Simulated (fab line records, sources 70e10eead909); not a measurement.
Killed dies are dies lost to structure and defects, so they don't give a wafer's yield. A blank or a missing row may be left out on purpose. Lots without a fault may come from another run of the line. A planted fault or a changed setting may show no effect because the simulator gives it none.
fab line records | flow nand_harc
record lots=5 wafers=15 last_day=33
route steps=1302 shown THIN_TSV@1250 END@1302
lots that met no fault: from a run of the same line without faults
start_h: hours from the record's first day to the start of the lot's first wafer shown | wait_h: hours since the lot's step before | " the same as in the row above | L1.1+2: a row that stands for several wafers | - no value, or no start given | * or withheld: withheld | < > ~ a bound
route shown NAME@n: a module of which the file shows steps, and the number in the route of the first | usual: mean/standard deviation of fault-free wafers | same: alike in all rows | chamber/n: place in a boat | sites: the reading at each site | _std_site: their standard deviation | _edge_site: outer sites' mean less inner sites' | radius_mm: how far each site lies from the wafer's centre | mask NAME#n: copy n | behind: the tool/chamber that last shaped the wafer | hold: why the lot was held/for how many hours/how that ended | device: the transistor (n, p or np) that didn't switch | end of line: the same wafers' tests at the end of the route | a step without rows: its recipe alone | killed: dies lost to structure and defects at the first sort, not the wafer's yield | map: a wafer's dies, x killed, . not, _ none there
set.NAME: the setting as run; set.NAME@STEP: as run at that earlier step | model.NAME: the simulator's own value behind a step, which no gauge read
lots at some steps of the route; a table a step, a row a wafer
services: from which hour (start_h, from the record's first day; less than 0 if before it) a tool's chamber was out of use, for how many hours, and why
## steps
# step NHARC_THIN_TSV_DEP_43
# recipe target_thk_a=13285 temp_c=withheld pressure_torr=6.5 rf_w=900 teos_flow_sccm=161.4 flow_sccm=2650 target_thk_nm=1328.5 gas=O2 material=SiO2
# usual flow_sccm=2649/7.8 throttle_valve_pct=15.8/0.62
# columns lot.wafer tool chamber start_h wait_h flow_sccm throttle_valve_pct
L137.1 pecvd-02 2 551.32 - 2659 16.1
L137.4 " 0 " " 2653 15.1
L137.5 " 2 " " 2654 16.0
L141.2 pecvd-02 1 588.81 - 2649 15.9
L141.1 " 0 " " 2643 14.9
L141.6 " 2 " " 2643 16.0
L145.2 pecvd-03 1 633.87 - 2653 16.3
L145.5 " 2 " " 2641 15.9
L145.4 " 1 " " 2650 16.4
L150.2 pecvd-03 0 680.55 - 2654 15.7
L150.4 " 0 " " 2653 15.3
L150.5 " 1 " " 2644 16.6
L157.2 pecvd-01 0 761.77 - 2650 15.6
L157.3 " 1 " " 2641 16.5
L157.1 " 2 " " 2646 14.6
# step NHARC_THIN_TSV_DEHYDRATE_04
# recipe temp_c=150 time_s=120
# step NHARC_THIN_TSV_HMDS_05
# recipe time_s=30
# step NHARC_THIN_TSV_COAT_06
# recipe spin_rpm=*
# step NHARC_THIN_TSV_SOFTBAKE_07
# recipe temp_c=122 time_s=95
# step NHARC_THIN_TSV_EBR_08
# step NHARC_THIN_TSV_EXPOSE_09
# recipe na=0.55 dose_mj=30.7 mask_id=TSV
# step NHARC_THIN_TSV_PEB_10
# recipe peb_temp_c=118 peb_time_s=85
# step NHARC_THIN_TSV_DEVELOP_11
# recipe time_s=70
# step NHARC_THIN_TSV_CD_MEAS_12
# recipe target_cd_nm=1000 landing_energy_ev=500
# usual cd_nm=999.6/2
# columns lot.wafer tool chamber start_h wait_h cd_nm
L137.1 cd_sem-03 0 551.93 - 993.8
L137.4 " 0 " " 997.2
L137.5 " 0 " " 998.5
L141.1 cd_sem-01 0 589.64 - 999.4
L141.2 " 0 " " 998.8
L141.6 " 0 " " 998.4
L145.2 cd_sem-01 0 634.61 - 996.1
L145.4 " 0 " " 998.0
L145.5 " 0 " " 998.6
L150.2 cd_sem-01 0 681.34 - 1001.5
L150.4 " 0 " " 1000.2
L150.5 " 0 " " 999.5
L157.1 cd_sem-01 0 762.60 - 998.0
L157.2 " 0 " " 997.5
L157.3 " 0 " " 998.3
# step NHARC_THIN_TSV_HARDBAKE_13
# recipe temp_c=125 time_s=80
# step NHARC_THIN_TSV_DESCUM_14
# recipe time_s=3 o2_flow_sccm=200 ar_flow_sccm=0 bias_power_w=0 chemistry=O2
# usual drypump_motor_current_A=5.5/0.42 o2_flow_sccm=200.0/0.65 oes_product_au=0.999/0.011 rf_vpp_V=58.0/0.85 showerhead_plenum_p_Torr=1.93/0.082 throttle_valve_pct=11.311/0.0094
# columns lot.wafer tool chamber start_h wait_h drypump_motor_current_A o2_flow_sccm oes_product_au rf_hours_counter_h rf_vpp_V showerhead_plenum_p_Torr throttle_valve_pct
L137.1 rie_diel-04 3 552.10 - 5.9 200.4 0.997 0.3 56.8 1.90 11.320
L137.4 " 1 " " 5.0 200.5 1.009 0.3 57.0 1.83 11.323
L137.5 " 3 " " 5.9 200.4 0.996 - 58.2 1.90 11.308
L141.1 rie_diel-06 3 589.82 - 5.9 199.2 1.003 6.9 58.2 2.01 11.316
L141.2 " 0 " " 5.5 199.7 0.986 6.6 58.2 1.97 11.311
L141.6 " 1 " " 5.6 200.2 0.993 - 57.5 2.04 11.318
L145.4 rie_diel-04 2 634.78 - 6.4 199.9 0.987 4.1 58.0 1.99 11.324
L145.2 " 0 " " 5.9 200.5 1.004 5.5 58.1 1.88 11.302
L145.5 " 2 " " 6.3 200.5 0.980 - 56.7 1.99 11.322
L150.2 rie_diel-06 2 681.52 - 5.0 199.5 1.001 0.5 58.1 1.78 11.307
L150.4 " 0 " " 5.5 200.8 0.971 - 59.0 1.97 11.302
L150.5 " 1 " " 5.6 200.1 0.988 - 58.9 2.04 11.303
L157.2 rie_diel-04 2 762.76 - 6.4 200.7 0.992 1.8 58.9 1.99 11.296
L157.1 " 3 " " 5.9 200.4 0.987 1.8 56.0 1.90 11.319
L157.3 " 1 " " 5.0 199.6 0.999 1.5 59.0 1.82 11.329
# step NHARC_THIN_TSV_ETCH_44
# recipe target_depth_a=15942 time_s=797.1 cf4_flow_sccm=150 o2_flow_sccm=10 ar_flow_sccm=0 rf_w=300 bias_w=800 chemistry=CF4/O2
# usual drypump_motor_current_A=5.5/0.41 o2_flow_sccm=10.00/0.032 oes_product_au=1.000/0.011 rf_vpp_V=795/4.8 run_length_s=818.3/0.51 showerhead_plenum_p_Torr=1.84/0.075 throttle_valve_pct=16.915/0.0085
# columns lot.wafer tool chamber start_h wait_h drypump_motor_current_A o2_flow_sccm oes_product_au rf_hours_counter_h rf_vpp_V run_length_s showerhead_plenum_p_Torr throttle_valve_pct
L137.4 rie_diel-04 0 552.18 0.1 6.0 10.00 0.998 0.4 794 818.7 1.81 16.914
L137.1 " 1 " " 5.0 10.04 1.007 0.4 789 818.2 1.75 16.916
L137.5 " 1 " " 5.0 9.99 1.003 - 790 818.0 1.75 16.915
L141.2 rie_diel-06 3 589.94 0.1 5.9 10.01 0.994 7.0 801 817.6 1.92 16.932
L141.1 " 0 " " 5.5 10.00 1.007 6.7 797 818.4 1.88 16.916
L141.6 " 2 " " 5.0 10.00 0.994 - 786 818.2 1.71 16.911
L145.2 rie_diel-04 0 634.86 0.1 5.9 9.99 1.002 5.6 792 818.2 1.81 16.917
L145.4 " 1 " " 4.9 10.02 1.009 4.1 789 818.2 1.75 16.914
L145.5 " 1 " " 4.9 9.99 1.008 - 788 818.4 1.75 16.920
L150.2 rie_diel-06 0 681.68 0.1 5.5 10.04 0.980 0.3 797 620.7 1.88 16.929
L150.5 " 0 " " 5.5 10.03 0.979 - 797 620.8 1.88 16.910
L150.4 " 1 " " 5.6 9.98 0.984 - 800 818.9 1.94 16.930
L157.2 rie_diel-04 3 762.85 0.1 5.9 9.97 0.984 1.9 793 819.2 1.82 16.913
L157.1 " 1 " " 5.0 10.00 1.003 1.6 790 818.0 1.75 16.914
L157.3 " 2 " " 6.3 9.97 0.996 1.9 798 819.1 1.90 16.906
# step NHARC_THIN_TSV_ETCH_15
# recipe target_depth_a=30000 bosch_target_overetch_cycles=2 bosch_etch_step_s=2.8 bosch_dep_step_s=1.2 bosch_cycles=14
# usual drypump_motor_current_A=6.0/0.44
# columns lot.wafer tool chamber start_h wait_h drypump_motor_current_A rf_hours_counter_h
L137.1 rie_si-02 2 552.77 - 5.7 0.6
L137.4 " 3 " " 6.2 0.6
L137.5 " 1 " " 6.5 -
L141.2 rie_si-01 3 590.46 - 6.5 0.3
L141.1 " 2 " " 5.8 0.2
L141.6 " 3 " " 6.5 -
L145.4 rie_si-06 2 635.44 - 5.7 0.1
L145.2 " 0 " " 6.6 0.1
L145.5 " 1 " " 6.0 -
L150.2 rie_si-02 0 682.29 - 5.1 0.3
L150.4 " 1 " " 6.5 0.3
L150.5 " 1 " " 6.5 -
L157.3 rie_si-06 0 763.42 - 6.6 0.8
L157.1 " 2 " " 5.7 0.8
L157.2 " 3 " " 5.9 0.9
# step NHARC_END_SORT_01
# recipe temp_c=25
# usual defect_limited_yield=91/3.4 killed_at_array=55/23 killed_at_other=1.0/1.2 killed_at_periphery=3.2/2.7 killed_dies=59/23 killed_open=3.1/1.6 killed_short=2.2/1.5
# same gross_dies=677
# columns lot.wafer tool chamber start_h wait_h hold defect_limited_yield[%] killed_at_array killed_at_other killed_at_periphery killed_dies killed_open killed_short
L137.1 prober-02 0 567.71 2.5 - 97 20 1 2 23 3 3
L137.4 prober-02 0 570.10 3.4 - 96 23 0 2 25 4 3
L137.5 prober-02 0 570.89 3.7 - 95 28 0 9 37 8 4
L141.1 prober-01 0 604.45 2.5 - 89 66 0 8 74 3 1
L141.2 prober-01 0 605.25 2.8 - 88 75 1 5 81 4 1
L141.6 prober-01 0 608.46 4.0 - 90 61 1 5 67 3 0
L145.2 prober-02 0 650.44 2.8 - 88 74 1 7 82 2 4
L145.4 prober-02 0 652.06 3.4 - 87 85 2 2 89 5 2
L145.5 prober-02 0 652.87 3.7 - 87 80 2 5 87 2 2
L150.2 prober-01 0 695.55 2.8 await_dispo/2.3h/release 0 41 634 2 677 3 5
L150.4 prober-01 0 697.16 3.4 await_dispo/2.3h/release 93 46 2 1 49 2 1
L150.5 prober-01 0 697.97 3.7 await_dispo/2.3h/release 0 33 639 5 677 3 2
L157.1 prober-02 0 779.98 2.5 - 91 57 3 3 63 5 1
L157.2 prober-02 0 780.78 2.8 - 91 51 3 8 62 3 2
L157.3 prober-02 0 781.58 3.1 - 92 53 1 3 57 6 2
# killed by level:class
L137.1 A_CHANNEL_HOLE_D2:chamber_film_flake=6 A_CHANNEL_HOLE_D1:chamber_film_flake=4 A_ONON_D1:geometric_particle:open=2 A_WL_FILL:geometric_particle:short=2 A_CONTACT:chamber_film_flake=2 P_CONTACT:geometric_particle:short=1 A_DECK1_JOINT:geometric_particle:open=1 P_GATE:chamber_film_flake=1
L137.4 A_CHANNEL_HOLE_D2:chamber_film_flake=7 A_CONTACT:chamber_film_flake=6 A_CHANNEL_FILL_D1:geometric_particle:short=1 A_CHANNEL_FILL_D2:geometric_particle:short=1 A_CHANNEL_FILL_D2:geometric_particle:open=1 A_SGD_CUT:geometric_particle:short=1 A_WL_FILL:geometric_particle:open=1 A_CONTACT:geometric_particle:open=1
L137.5 A_CHANNEL_HOLE_D2:chamber_film_flake=9 A_CONTACT:chamber_film_flake=6 P_M1:chamber_film_flake=4 A_CHANNEL_HOLE_D1:chamber_film_flake=3 A_WL_FILL:geometric_particle:short=2 A_M0:geometric_particle:open=2 P_CONTACT:chamber_film_flake=2 P_STI:geometric_particle:open=1
L141.1 A_CHANNEL_HOLE_D1:chamber_film_flake=31 A_CHANNEL_HOLE_D2:chamber_film_flake=27 P_M2:chamber_film_flake=5 A_M1:chamber_film_flake=3 P_M0:geometric_particle:open=1 A_SOURCE_PLATE:geometric_particle:open=1 A_CHANNEL_FILL_D1:geometric_particle:open=1 A_WL_FILL:geometric_particle:short=1
L141.2 A_CHANNEL_HOLE_D2:chamber_film_flake=35 A_CHANNEL_HOLE_D1:chamber_film_flake=32 A_CHANNEL_HOLE_D1:geometric_particle:open=2 P_M2:chamber_film_flake=2 A_CONTACT:chamber_film_flake=2 P_CONTACT:geometric_particle:open=1 A_DECK1_JOINT:geometric_particle:short=1 A_M0:geometric_particle:open=1
L141.6 A_CHANNEL_HOLE_D1:chamber_film_flake=23 A_CHANNEL_HOLE_D2:chamber_film_flake=23 A_CONTACT:chamber_film_flake=5 A_M1:chamber_film_flake=4 A_WL_FILL:geometric_particle:open=2 P_GATE:chamber_film_flake=2 P_M2:chamber_film_flake=2 A_M1:geometric_particle:open=1
L145.2 A_SLIT:chamber_film_flake=29 A_CHANNEL_HOLE_D1:chamber_film_flake=27 A_CHANNEL_HOLE_D2:chamber_film_flake=7 P_GATE:chamber_film_flake=3 A_CHANNEL_FILL_D2:geometric_particle:short=2 P_STI:chamber_film_flake=2 A_CONTACT:chamber_film_flake=2 A_M1:chamber_film_flake=2
L145.4 A_CHANNEL_HOLE_D1:chamber_film_flake=34 A_SLIT:chamber_film_flake=26 A_CHANNEL_HOLE_D2:chamber_film_flake=9 A_CHANNEL_FILL_D1:chamber_film_flake=3 A_STAIRCASE:chamber_film_flake=3 A_M1:chamber_film_flake=2 THIN_TSV:chamber_film_flake=2 P_M1:geometric_particle:open=1
L145.5 A_CHANNEL_HOLE_D1:chamber_film_flake=34 A_SLIT:chamber_film_flake=26 A_CHANNEL_HOLE_D2:chamber_film_flake=8 A_WL_FILL:chamber_film_flake=3 P_STI:chamber_film_flake=2 A_CONTACT:chamber_film_flake=2 THIN_TSV:chamber_film_flake=2 A_SOURCE_PLATE:geometric_particle:short=1
L150.2 THIN_TSV:area_etch=632 A_CHANNEL_HOLE_D2:chamber_film_flake=18 A_CHANNEL_HOLE_D1:chamber_film_flake=6 A_SLIT:chamber_film_flake=6 A_WL_FILL:geometric_particle:short=2 A_STAIRCASE:chamber_film_flake=2 P_M1:geometric_particle:short=1 A_ONON_D1:geometric_particle:open=1
L150.4 A_CHANNEL_HOLE_D2:chamber_film_flake=21 A_CHANNEL_HOLE_D1:chamber_film_flake=9 A_SLIT:chamber_film_flake=5 A_CONTACT:chamber_film_flake=3 THIN_TSV:chamber_film_flake=2 A_ONON_D1:geometric_particle:open=1 A_DECK1_JOINT:geometric_particle:open=1 A_WL_FILL:geometric_particle:short=1
L150.5 THIN_TSV:area_etch=637 A_CHANNEL_HOLE_D2:chamber_film_flake=19 A_CHANNEL_HOLE_D1:chamber_film_flake=4 A_CONTACT:chamber_film_flake=4 THIN_TSV:chamber_film_flake=2 P_GATE:geometric_particle:open=1 P_M0:geometric_particle:open=1 A_CHANNEL_FILL_D2:geometric_particle:short=1
L157.1 A_SLIT:chamber_film_flake=29 A_CHANNEL_HOLE_D2:chamber_film_flake=14 A_CONTACT:chamber_film_flake=5 THIN_TSV:chamber_film_flake=3 P_GATE:geometric_particle:open=2 A_ZERO_WELL:chamber_film_flake=2 A_CHANNEL_FILL_D1:geometric_particle:open=1 A_ONON_D2:geometric_particle:open=1
L157.2 A_CHANNEL_HOLE_D2:chamber_film_flake=20 A_SLIT:chamber_film_flake=19 A_CONTACT:chamber_film_flake=4 A_ZERO_WELL:chamber_film_flake=3 THIN_TSV:chamber_film_flake=3 P_ZERO_WELL:chamber_film_flake=2 P_M1:chamber_film_flake=2 P_CONTACT:geometric_particle:short=1
L157.3 A_CHANNEL_HOLE_D2:chamber_film_flake=24 A_SLIT:chamber_film_flake=18 A_CHANNEL_FILL_D1:geometric_particle:open=3 A_STAIRCASE:chamber_film_flake=2 A_CONTACT:chamber_film_flake=2 P_CONTACT:geometric_particle:open=1 A_CHANNEL_FILL_D2:geometric_particle:short=1 A_SGD_CUT:geometric_particle:short=1
# map L150.2 (x killed, . not)
____________x____________
_________xxxxxxx_________
_______xxxxxxxxxxx_______
______xxxxxxxxxxxxx______
_____xxxxxxxxxxxxxxx_____
____xxxxxxxxxxxxxxxxx____
____xxxxxxxxxxxxxxxxx____
___xxxxxxxxxxxxxxxxxxx___
___xxxxxxxxxxxxxxxxxxx___
__xxxxxxxxxxxxxxxxxxxxx__
__xxxxxxxxxxxxxxxxxxxxx__
_xxxxxxxxxxxxxxxxxxxxxxx_
_xxxxxxxxxxxxxxxxxxxxxxx_
_xxxxxxxxxxxxxxxxxxxxxxx_
_xxxxxxxxxxxxxxxxxxxxxxx_
_xxxxxxxxxxxxxxxxxxxxxxx_
xxxxxxxxxxxxxxxxxxxxxxxxx
xxxxxxxxxxxxxxxxxxxxxxxxx
xxxxxxxxxxxxxxxxxxxxxxxxx
xxxxxxxxxxxxxxxxxxxxxxxxx
xxxxxxxxxxxxxxxxxxxxxxxxx
_xxxxxxxxxxxxxxxxxxxxxxx_
_xxxxxxxxxxxxxxxxxxxxxxx_
_xxxxxxxxxxxxxxxxxxxxxxx_
_xxxxxxxxxxxxxxxxxxxxxxx_
_xxxxxxxxxxxxxxxxxxxxxxx_
__xxxxxxxxxxxxxxxxxxxxx__
__xxxxxxxxxxxxxxxxxxxxx__
___xxxxxxxxxxxxxxxxxxx___
___xxxxxxxxxxxxxxxxxxx___
____xxxxxxxxxxxxxxxxx____
____xxxxxxxxxxxxxxxxx____
_____xxxxxxxxxxxxxxx_____
______xxxxxxxxxxxxx______
_______xxxxxxxxxxx_______
_________xxxxxxx_________
____________x____________
# map L141.2 (x killed, . not)
____________.____________
_________......._________
_______..........._______
______............x______
_____..............._____
____.................____
____..........x..x...____
___.x.................___
___..........xxx......___
__..........x.xxx......__
__..........xxxx.x.....__
_............xxxxxx....._
_...........x.xxx..x...._
_...........xx.xx......._
_.x...........xx...x...._
_...........xxx........._
.......x......x......x...
................x...xx...
.........................
..............x..........
.............x...........
_......x....x..........._
_............x..x......._
_.............xxxx......_
_.........x...x.x......._
_...........x..x.x......_
__..........x.xxx......__
__..x........x..x......__
___.........xx.x......___
___.x........x.xx.x...___
____.........xxxx....____
____.................____
_____.........xx...._____
______.............______
_______..........._______
_________......._________
____________.____________
## services
# columns tool chamber start_h hours kind
rie_diel-04 - 531.95 9.0 pm
pecvd-03 - 547.16 13.0 pm
rie_diel-06 1 549.50 4.9 repair
rie_si-06 2 552.06 16.3 repair
rie_si-06 - 552.61 5.2 repair
rie_diel-06 0 553.39 3.6 repair
pecvd-03 - 579.43 0.7 repair
pecvd-02 - 589.39 13.0 pm
rie_si-06 0 591.26 3.7 repair
rie_si-06 - 603.00 9.0 pm
rie_diel-06 1 620.48 5.6 repair
rie_diel-04 1 628.80 5.8 repair
pecvd-02 0 630.32 4.3 repair
rie_si-02 - 631.06 9.0 pm
rie_si-06 1 644.26 4.0 repair
pecvd-02 1 653.96 5.4 repair
rie_diel-06 - 661.20 9.0 pm
rie_si-06 - 662.09 0.2 repair
rie_diel-06 3 681.43 21.8 repair
rie_diel-06 - 684.40 1.1 repair
rie_diel-04 - 708.95 9.0 pm
rie_diel-06 3 715.24 4.3 repair
rie_diel-06 0 719.72 13.9 repair
rie_diel-06 1 749.22 17.5 repair
## key
first_sign step=NHARC_THIN_TSV_ETCH_44 reading=run_length_s direction=down sigmas=99+ usual=* struck=*
effect step=NHARC_END_SORT_01 reading=killed_at_other direction=up sigmas=99+ usual=1.0 struck=636.5
more_kills_born_at NHARC_THIN_TSV_ETCH_44@rie_diel-06=1269
met_at NHARC_THIN_TSV_ETCH_44
struck_wafers L150.2,L150.5
later_rows_left_out L150.2,L150.5
onset_between 589.94 681.68
fault kind=process_parameter_drift tool=rie_diel-06 chamber=0 onset_h=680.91 steps=NHARC_THIN_TSV_ETCH_44 channel=time_s offset=* shape=step end_h=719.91 acts_in=* stated=*
# later_rows_left_out: the simulator's readings of these wafers behind a module that went badly wrong aren't trusted and aren't shown, but for the sort
